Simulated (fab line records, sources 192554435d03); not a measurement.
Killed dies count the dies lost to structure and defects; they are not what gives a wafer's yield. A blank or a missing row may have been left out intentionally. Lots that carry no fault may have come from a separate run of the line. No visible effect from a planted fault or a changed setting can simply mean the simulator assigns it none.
fab line records + flow n5-finfet
record:
- lots: 4
- wafers: 11
- last-day: 21
route steps=1938 shown BEOL_M5@1129 PASSIVATION@1936
lots with no fault: from the same line, run without faults
start-h: start of the lot's first displayed wafer, in hours after the record's first day + wait-h: hours since the lot's step before + " same as the row above + L1.1+2: a single row standing in for several wafers + - no value, or no start was given + * or withheld: withheld + < > ~ a bound
route shown NAME@n: names a module that has steps shown in the file, with the first one's number in the route + usual: the fault-free wafers' mean and standard deviation + same: alike in all rows + chamber/n: place in a boat + sites: each site's reading + _std_site: standard deviation across them + _edge_site: mean of outer sites minus mean of inner sites + radius-mm: how far each site lies from the wafer's centre + mask NAME#n: copy n + behind: the last tool/chamber to shape the wafer + hold: why the lot went on hold/how many hours it stayed there/how the hold came to an end + device: the n, p or np transistor that did not switch + end of line: tests run on the same wafers once the route is complete + a step given without rows: its recipe and nothing more + killed: at the first sort, the dies lost to defects and structure; wafer yield is something else + map: a wafer's dies, marking killed ones x, the rest . and places with no die _
set.NAME: the setting that was run; set.NAME@STEP: the one run at that earlier step + model.NAME: the simulator's own value behind a step, which no gauge read
lots at some steps of the route; a table a step, a row a wafer
services: from which hour (start-h, from the record's first day; less than 0 if before it) a tool's chamber was out of use, for how many hours, and why
== steps ==
step: N5_BEOL_M5_DESCUM_16
recipe:
- chemistry: O2
- time-s: 7
- source-power-w: 50
- bias-power-w: 20
- pressure-mtorr: 20
- rf-frequency-hz: 2.712e+07
- temp-c: 40
- resist: CAR-EUV
- o2-flow-sccm: 225
step: N5_BEOL_M5_ETCH_72
recipe:
- chemistry: N2/H2
- target: underlayer
- target-depth-a: 65
- mask-material: CAR-EUV
- time-s: 5.2
- ion-energy-ev: 200
- pressure-mtorr: 30
- source-w: 840
- bias-w: 150
- n2-flow-sccm: 200
- h2-flow-sccm: 200
- ends: cleared
step: N5_BEOL_M5_ETCH_61
recipe:
- chemistry: CF4
- target: SiARC
- target-depth-a: 156
- mask-material: CAR-EUV
- time-s: 26
- ion-energy-ev: 80
- pressure-mtorr: 40
- source-w: 545
- bias-w: 36
- Ar_flow_sccm: 100
- cf4-flow-sccm: 100
- ends: cleared
step: N5_BEOL_M5_ETCH_62
recipe:
- chemistry: N2/H2
- target: SOC
- target-depth-a: 750
- overetch-a: 150
- mask-material: SiARC
- temp-c: 40
- time-s: 112.5
- ion-energy-ev: 200
- pressure-mtorr: 30
- source-w: 840
- bias-w: 150
- n2-flow-sccm: 200
- h2-flow-sccm: 200
step: N5_BEOL_M5_STRIP_63
recipe:
- chemistry: N2/H2
- temp-c: 40
- n2-flow-sccm: 200
- h2-flow-sccm: 200
- rf-frequency-hz: 6e+07
step: N5_BEOL_M5_STRIP_73
recipe:
- chemistry: N2/H2
- temp-c: 40
- n2-flow-sccm: 200
- h2-flow-sccm: 200
- rf-frequency-hz: 6e+07
step: N5_BEOL_M5_STRIP_64
recipe:
- chemistry: CF4
- resist: SiARC
- power-w: 300
- bias-power-w: 75
- pressure-mtorr: 50
- cf4-flow-sccm: 150
- rf-frequency-hz: 6e+07
step: N5_BEOL_M5_HM_OPEN_17
recipe:
- chemistry: Cl2/BCl3
- target-depth-a: 200
- overetch-a: 60
- target: TiN
- mask-material: SOC
- ion-energy-ev: 150
- pressure-mtorr: 10
- icp-w: 1000
- bias-w: 126
- Cl2_flow_sccm: 53.25
- bcl3-flow-sccm: 21.75
- Ar_flow_sccm: 25
step: N5_BEOL_M5_STRIP_19
recipe:
- chemistry: O2
- power-w: 400
- temp-c: 40
- pressure-mtorr: 30
- rf-frequency-hz: 6e+07
- bias-power-w: 0
- overash-fraction: 0.2
- o2-flow-sccm: 225
step: N5_BEOL_M5_COAT_65
recipe:
- resist: SOC
- temp-c: 250
- time-s: 60
- spin-rpm: 1500
- resist-thk-nm: 60
usual:
- spin-speed-rpm: 1499.9/0.97
| lot.wafer | tool           | chamber | start-h | wait-h | spin-speed-rpm | model.SOC_of_BEOL_M5_COAT_65.thk-nm |
|-----------|----------------|---------|---------|--------|----------------|-------------------------------------|
| L654.1    | litho-track-05 | 0       | 321.03  | 0.5    | 1500.5         | 60                                  |
| L654.2    | "              | 0       | "       | "      | 1500.4         | 60                                  |
| L659.1    | litho-track-05 | 0       | 366.09  | 3.0    | 1559.9         | 59                                  |
| L659.4    | "              | 0       | "       | "      | 1561.2         | 59                                  |
| L659.5    | "              | 0       | "       | "      | 1560.4         | 59                                  |
| L662.2    | litho-track-05 | 0       | 383.45  | 1.9    | 1561.8         | 59                                  |
| L662.4    | "              | 0       | "       | "      | 1560.8         | 59                                  |
| L662.5    | "              | 0       | "       | "      | 1562.5         | 59.2                                |
| L665.2    | litho-track-01 | 0       | 394.38  | 1.9    | 1498.1         | 59.8                                |
| L665.3    | "              | 0       | "       | "      | 1497.7         | 60                                  |
| L665.4    | "              | 0       | "       | "      | 1498.3         | 59.8                                |
step: N5_BEOL_M5_COAT_66
recipe:
- resist: SiARC
- temp-c: 220
- time-s: 60
- spin-rpm: 1500
- resist-thk-nm: 12
step: N5_BEOL_M5_COAT_74
recipe:
- resist: underlayer
- temp-c: 205
- time-s: 60
- spin-rpm: 1500
- resist-thk-nm: 5
step: N5_BEOL_M5_COAT_22
recipe:
- resist: CAR-EUV
- spin-rpm: 1500
- resist-thk-nm: 30
step: N5_BEOL_M5_EBR_24
recipe:
- solvent: PGMEA
- ebr-width-mm: 1.5
step: N5_BEOL_M5_SOFTBAKE_23
recipe:
- temp-c: 110
- time-s: 60
- resist: CAR-EUV
step: N5_BEOL_M5_EXPOSE_25
recipe:
- mask-id: V4
- na: 0.33
- source-shape: quasar
- sigma-inner: 0.2
- sigma-outer: 0.6
- polarization: unpolarized
- defocus-nm: 10
- dose-mj: 52.75
step: N5_BEOL_M5_PEB_26
recipe:
- peb-temp-c: 100
- peb-time-s: 60
- resist: CAR-EUV
step: N5_BEOL_M5_DEVELOP_27
recipe:
- develop-time-s: 30
- developer: TMAH
- resist: CAR-EUV
- rinse-liquid: surfactant-rinse
- dry: air-spin
- dev-temp-c: 23
step: N5_BEOL_M5_DESCUM_33
recipe:
- chemistry: O2
- time-s: 7
- source-power-w: 50
- bias-power-w: 20
- pressure-mtorr: 20
- rf-frequency-hz: 2.712e+07
- temp-c: 40
- resist: CAR-EUV
- o2-flow-sccm: 225
step: N5_BEOL_M5_ETCH_75
recipe:
- chemistry: N2/H2
- target: underlayer
- target-depth-a: 65
- mask-material: CAR-EUV
- time-s: 5.2
- ion-energy-ev: 200
- pressure-mtorr: 30
- source-w: 840
- bias-w: 150
- n2-flow-sccm: 200
- h2-flow-sccm: 200
- ends: cleared
step: N5_BEOL_M5_ETCH_67
recipe:
- chemistry: CF4
- target: SiARC
- target-depth-a: 156
- mask-material: CAR-EUV
- time-s: 26
- ion-energy-ev: 80
- pressure-mtorr: 40
- source-w: 545
- bias-w: 36
- Ar_flow_sccm: 100
- cf4-flow-sccm: 100
- ends: cleared
step: N5_BEOL_M5_ETCH_68
recipe:
- chemistry: N2/H2
- target: SOC
- target-depth-a: 800
- overetch-a: 160
- mask-material: SiARC
- temp-c: 40
- time-s: 120
- ion-energy-ev: 200
- pressure-mtorr: 30
- source-w: 840
- bias-w: 150
- n2-flow-sccm: 200
- h2-flow-sccm: 200
usual:
- drypump-motor-current-A: 5.7/0.4
- oes-product-au: 0.61/0.061
- rf-vpp-V: 523.5/2.7
- showerhead-plenum-p-Torr: 2.52/0.1
- throttle-valve-pct: 17.7/0.3
| lot.wafer | tool        | chamber | start-h | wait-h | drypump-motor-current-A | oes-product-au | rf-hours-counter-h | rf-vpp-V | showerhead-plenum-p-Torr | throttle-valve-pct | model.etch.depth-nm |
|-----------|-------------|---------|---------|--------|-------------------------|----------------|--------------------|----------|--------------------------|--------------------|---------------------|
| L654.1    | rie-diel-06 | 2       | 321.61  | 0.0    | 5.8                     | 0.54           | 212                | 525.0    | 2.62                     | 17.5               | 59.92               |
| L654.2    | "           | 0       | "       | "      | 5.7                     | 0.67           | 47                 | 522.6    | 2.47                     | 17.3               | 60.01               |
| L659.1    | rie-diel-06 | 3       | 366.77  | 0.0    | 5.4                     | 0.66           | 50                 | 529.5    | 2.71                     | 18.1               | 59                  |
| L659.4    | "           | 2       | "       | "      | 5.8                     | 0.53           | 224                | 525.6    | 2.62                     | 17.5               | 58.98               |
| L659.5    | "           | 0       | "       | "      | 5.7                     | 0.65           | -                  | 521.5    | 2.46                     | 17.3               | 58.96               |
| L662.2    | rie-diel-03 | 1       | 384.12  | 0.0    | 5.9                     | 0.70           | 29                 | 525.4    | 2.59                     | 17.5               | 59.02               |
| L662.4    | "           | 1       | "       | "      | 5.9                     | 0.69           | -                  | 525.4    | 2.59                     | 17.5               | 59.05               |
| L662.5    | "           | 3       | "       | "      | 6.5                     | 0.54           | -                  | 524.8    | 2.51                     | 17.7               | 59.2                |
| L665.2    | rie-diel-06 | 3       | 395.46  | 0.0    | 5.4                     | 0.65           | 60                 | 526.6    | 2.70                     | 18.1               | 59.78               |
| L665.3    | "           | 2       | "       | "      | 5.8                     | 0.53           | 232                | 525.6    | 2.61                     | 17.5               | 60.08               |
| L665.4    | "           | 0       | "       | "      | 5.7                     | 0.65           | 73                 | 520.7    | 2.46                     | 17.3               | 59.83               |
step: N5_BEOL_M5_STRIP_69
recipe:
- chemistry: N2/H2
- temp-c: 40
- n2-flow-sccm: 200
- h2-flow-sccm: 200
- rf-frequency-hz: 6e+07
step: N5_BEOL_M5_STRIP_76
recipe:
- chemistry: N2/H2
- temp-c: 40
- n2-flow-sccm: 200
- h2-flow-sccm: 200
- rf-frequency-hz: 6e+07
step: N5_BEOL_M5_VIA_ETCH_34
recipe:
- chemistry: C4F6/O2
- target: SiCOH_lowk
- target-depth-a: 883
- mask-material: SOC
- taper-deg: 4
- time-s: 39.2
- ion-energy-ev: 250
- pressure-mtorr: 30
- source-w: 345
- bias-w: 185
- Ar_flow_sccm: 300
- C4F6_flow_sccm: 10
- O2_flow_sccm: 10
usual:
- drypump-motor-current-A: 5.7/0.4
- oes-product-au: 0.79/0.087
- rf-vpp-V: 665/19
- showerhead-plenum-p-Torr: 2.85/0.1
- throttle-valve-pct: 21.0/0.39
| lot.wafer | tool        | chamber | start-h | wait-h | drypump-motor-current-A | oes-product-au | rf-hours-counter-h | rf-vpp-V | showerhead-plenum-p-Torr | throttle-valve-pct | model.SOC_of_BEOL_M5_COAT_65.thk-nm |
|-----------|-------------|---------|---------|--------|-------------------------|----------------|--------------------|----------|--------------------------|--------------------|-------------------------------------|
| L654.1    | rie-diel-06 | 2       | 321.71  | 0.0    | 5.8                     | 0.69           | 212                | 661      | 2.95                     | 20.6               | 55.8                                |
| L654.2    | "           | 0       | "       | "      | 5.7                     | 0.89           | 47                 | 685      | 2.80                     | 20.6               | 55.8                                |
| L659.1    | rie-diel-06 | 3       | 366.87  | 0.0    | 5.4                     | 0.87           | 50                 | 693      | 3.02                     | 21.2               | 55                                  |
| L659.4    | "           | 2       | "       | "      | 5.8                     | 0.68           | 224                | 660      | 2.95                     | 20.7               | 55                                  |
| L659.5    | "           | 0       | "       | "      | 5.7                     | 0.89           | -                  | 685      | 2.79                     | 20.6               | 54.6                                |
| L662.2    | rie-diel-03 | 1       | 384.22  | 0.0    | 5.9                     | 0.91           | 29                 | 672      | 2.90                     | 20.5               | 54.8                                |
| L662.4    | "           | 1       | "       | "      | 5.9                     | 0.92           | -                  | 671      | 2.90                     | 20.5               | 54.8                                |
| L662.5    | "           | 3       | "       | "      | 6.5                     | 0.69           | -                  | 671      | 2.87                     | 21.1               | 55.2                                |
| L665.2    | rie-diel-06 | 3       | 395.56  | 0.0    | 5.4                     | 0.87           | 60                 | 693      | 3.02                     | 21.2               | 55.6                                |
| L665.3    | "           | 2       | "       | "      | 5.8                     | 0.68           | 232                | 660      | 2.94                     | 20.7               | 56                                  |
| L665.4    | "           | 0       | "       | "      | 5.7                     | 0.87           | 73                 | 684      | 2.79                     | 20.6               | 55.6                                |
step: N5_BEOL_M5_STRIP_85
recipe:
- chemistry: C4F6/O2
- resist: SiARC
- rf-frequency-hz: 6e+07
step: N5_PASSIVATION_PROBE_49
usual:
- defect-limited-yield: 91.1/1.4
- killed_at_M0_to_M3: 34/9.6
- killed_at_M4_up: 15/5.3
- killed-at-contacts: 12/6.1
- killed-at-front-end: 40/11
- killed-at-other: 3.5/2.8
- killed-dies: 105/17
- killed-open: 70/12
- killed-short: 34/7.7
- sort_bin_5_function: 5.2/0.97
- sort_bin_6_memory: 3.4/0.62
- sort-n-pass: 1075/17
- sort-yield-pct: 91.1/1.4
same:
- gross-dies: 1180
- killed-at-back-side: 0
- sort_bin_4_leakage[%]: 0
- sort_bin_8_speed[%]: 0
| lot.wafer | tool      | chamber | start-h | wait-h | defect-limited-yield[%] | killed_at_M0_to_M3 | killed_at_M4_up | killed-at-contacts | killed-at-front-end | killed-at-other | killed-dies | killed-open | killed-short | sort_bin_5_function[%] | sort_bin_6_memory[%] | sort-n-pass | sort-yield-pct[%] |
|-----------|-----------|---------|---------|--------|-------------------------|--------------------|-----------------|--------------------|---------------------|-----------------|-------------|-------------|--------------|------------------------|----------------------|-------------|-------------------|
| L654.1    | prober-01 | -       | 420.52  | 0.0    | 93.6                    | 22                 | 9               | 13                 | 26                  | 6               | 76          | 46          | 30           | 4.1                    | 2.1                  | 1104        | 93.6              |
| L654.2    | prober-01 | -       | 420.57  | 0.1    | 89.9                    | 48                 | 19              | 7                  | 39                  | 6               | 119         | 75          | 44           | 6.4                    | 3.4                  | 1061        | 89.9              |
| L659.1    | prober-01 | -       | 456.93  | 0.0    | 93.1                    | 29                 | 15              | 6                  | 30                  | 1               | 81          | 45          | 21           | 3.3                    | 2.2                  | 1099        | 93.1              |
| L659.5    | prober-01 | -       | 457.13  | 0.2    | 90.5                    | 25                 | 15              | 8                  | 62                  | 2               | 112         | 64          | 35           | 5.5                    | 2.5                  | 1068        | 90.5              |
| L662.2    | prober-01 | -       | 480.39  | 0.1    | 88.1                    | 45                 | 12              | 10                 | 72                  | 2               | 141         | 68          | 53           | 6.0                    | 3.7                  | 1039        | 88.1              |
| L662.4    | prober-01 | -       | 480.49  | 0.2    | 92.2                    | 28                 | 16              | 7                  | 38                  | 3               | 92          | 56          | 35           | 4.8                    | 2.5                  | 1088        | 92.2              |
| L662.5    | prober-01 | -       | 480.54  | 0.2    | 87.1                    | 40                 | 12              | 13                 | 82                  | 5               | 152         | 86          | 44           | 6.2                    | 4.3                  | 1028        | 87.1              |
killed by level:class
L654.1 MOL_CONTACT_COAG:geometric-particle:open=11 FIN_SAQP:geometric-particle:open=10 FIN_SAQP:geometric-particle:short=8 BEOL_M0_SAQP:geometric-particle:short=6 BEOL_M3:geometric-particle:open=5 BEOL_M2:geometric-particle:open=4 BEOL_M2:geometric-particle:short=3 MIM_BOT:geometric-particle:open=3
L654.2 BEOL_M0_SAQP:geometric-particle:open=22 BEOL_M4:geometric-particle:open=10 FIN_SAQP:geometric-particle:open=9 BEOL_M0_SAQP:geometric-particle:short=9 FIN_SAQP:geometric-particle:short=8 MOL_CONTACT_COAG:geometric-particle:open=7 GATE_CUT:geometric-particle:open=6 BEOL_M2:geometric-particle:short=5
L659.1 HKMG_FIN:area-etch=15 BEOL_M2:geometric-particle:open=10 BEOL_M0_SAQP:geometric-particle:short=8 BEOL_M0_SAQP:geometric-particle:open=6 MOL_CONTACT_COAG:geometric-particle:open=5 BEOL_M4:geometric-particle:open=4 DUMMY_GATE:geometric-particle:open=3 BEOL_M5:geometric-particle:open=3
L659.5 STI_FIN_REVEAL:geometric-particle:open=12 DUMMY_GATE:geometric-particle:open=12 HKMG_FIN:area-etch=12 BEOL_M4:geometric-particle:open=8 FIN_SAQP:geometric-particle:short=7 MOL_CONTACT_COAG:geometric-particle:open=6 BEOL_M0_SAQP:geometric-particle:short=6 BEOL_M0_SAQP:geometric-particle:open=5
L662.2 FIN_SAQP:geometric-particle:short=20 HKMG_FIN:area-etch=20 BEOL_M2:geometric-particle:open=12 BEOL_M4:geometric-particle:open=9 MOL_CONTACT_COAG:geometric-particle:open=9 BEOL_M0_SAQP:geometric-particle:open=9 STI_FIN_REVEAL:geometric-particle:open=7 BEOL_M0_SAQP:geometric-particle:short=7
L662.4 BEOL_M2:geometric-particle:open=13 FIN_SAQP:geometric-particle:open=6 FIN_SAQP:geometric-particle:short=5 GATE_CUT:geometric-particle:short=5 MOL_CONTACT_COAG:geometric-particle:open=5 BEOL_M4:geometric-particle:open=5 STI_FIN_REVEAL:geometric-particle:open=4 DUMMY_GATE:geometric-particle:open=4
L662.5 HKMG_FIN:area-etch=22 GATE_CUT:geometric-particle:short=13 MOL_CONTACT_COAG:geometric-particle:open=13 BEOL_M2:geometric-particle:open=13 STI_FIN_REVEAL:geometric-particle:open=12 FIN_SAQP:geometric-particle:open=9 FIN_SAQP:geometric-particle:short=7 BEOL_M0_SAQP:geometric-particle:short=7
== services ==
| tool           | chamber | start-h | hours | kind                          |
|----------------|---------|---------|-------|-------------------------------|
| litho-track-01 | -       | 305.99  | -     | consumable-replace:filter     |
| rie-diel-06    | 2       | 340.34  | 7.7   | repair                        |
| rie-diel-03    | 2       | 363.34  | -     | clean                         |
| rie-diel-03    | 2       | 363.34  | -     | consumable-replace:focus-ring |
| rie-diel-03    | 2       | 363.34  | -     | consumable-replace:showerhead |
| rie-diel-03    | 2       | 363.34  | 22.2  | scheduled-down                |
| rie-diel-03    | 2       | 363.34  | 22.2  | vent-cycle                    |
== key ==
first-sign:
- step: N5_BEOL_M5_COAT_65
- reading: spin-speed-rpm
- direction: up
- sigmas: 63
- usual: *
- struck: *
effect none on later readings
model-effect:
- step: N5_BEOL_M5_COAT_65
- value: SOC_of_BEOL_M5_COAT_65.thk-nm
- without: 60.23
- struck: 59.03
model-effect:
- step: N5_BEOL_M5_ETCH_68
- value: etch.depth-nm
- without: 60.22
- struck: 59.03
model-effect:
- step: N5_BEOL_M5_VIA_ETCH_34
- value: SOC_of_BEOL_M5_COAT_65.thk-nm
- without: 56.1
- struck: 54.9
met-at N5_BEOL_M5_COAT_65
struck-wafers L659.1,L659.4,L659.5,L662.2,L662.4,L662.5
baseline-loss:
- step: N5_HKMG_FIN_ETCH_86
- wafers: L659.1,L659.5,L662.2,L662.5
onset-between 321.03 366.09
fault:
- kind: process-parameter-drift
- tool: litho-track-05
- chamber: -
- onset-h: 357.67
- steps: N5_BEOL_M5_COAT_65
- channel: spin-rpm
- offset: *
- shape: step
- end-h: 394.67
- acts-in: *
- stated: *
baseline-loss: these wafers lose ten dies or more at that step, a loss of the line's own and not of a fault; the sort's usual values leave them out
